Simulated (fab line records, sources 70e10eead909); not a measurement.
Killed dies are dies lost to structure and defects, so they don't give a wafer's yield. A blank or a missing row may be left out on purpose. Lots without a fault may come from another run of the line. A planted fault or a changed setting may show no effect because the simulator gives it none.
Chamber matching | flow nand_harc | NHARC_A_CHANNEL_FILL_D1_ALD_02 on ald_hk-02: 4 sister chambers
The step deposits SiO2, target thk 6 nm, pulse time 10 s, ald cycles 60. 8 wafers are shown with their chamber, then 7 later ones without.

WAFERS WITH THEIR CHAMBER
wafer  | chamber | heater_power_w (W) | precursor_pulse_height_rel
L077.5 | 2       | 521                | 0.992
L083.1 | 1       | 433                | 1.010
L083.3 | 3       | 576                | 1.004
L086.2 | 2       | 522                | 1.034
L086.4 | 1       | 437                | 1.019
L086.5 | 0       | 410                | 0.989
L084.1 | 3       | 587                | 1.015
L084.2 | 0       | 408                | 0.990

WAFERS WITHOUT THEIR CHAMBER
wafer  | heater_power_w (W) | precursor_pulse_height_rel
L084.4 | 521                | 0.997
L095.2 | 413                | 1.006
L095.4 | 407                | 0.978
L095.6 | 410                | 0.983
L096.1 | 407                | 0.990
L096.3 | 425                | 0.997
L096.5 | 544                | 1.047

WHICH CHAMBER EACH WENT THROUGH
wafer  | from the rows above     | in truth
L084.4 | 2                       | 2
L095.2 | 0                       | 0
L095.4 | 0                       | 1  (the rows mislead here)
L095.6 | 0                       | 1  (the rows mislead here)
L096.1 | 0                       | 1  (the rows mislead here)
L096.3 | can't be placed: 1 or 0 | 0
L096.5 | 2                       | 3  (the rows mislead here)
Placed correctly: 2 of 7. Can't be placed from these rows: 1 (the true chamber is among the candidates in 1). Placed wrongly: 4.
How it was worked out, from the rows above alone: a wafer's distance from a chamber is the root of the sum, over the readings, of the square of ((its reading less the chamber's mean) divided by the reading's scatter). The wafer belongs to the nearest chamber; if the next one is less than 2 further off, it can't be placed. A chamber's mean is the mean of its shown wafers. The scatter: the root of (the sum of the squares of (reading less its chamber's mean) over the shown wafers, divided by (wafers less chambers)).
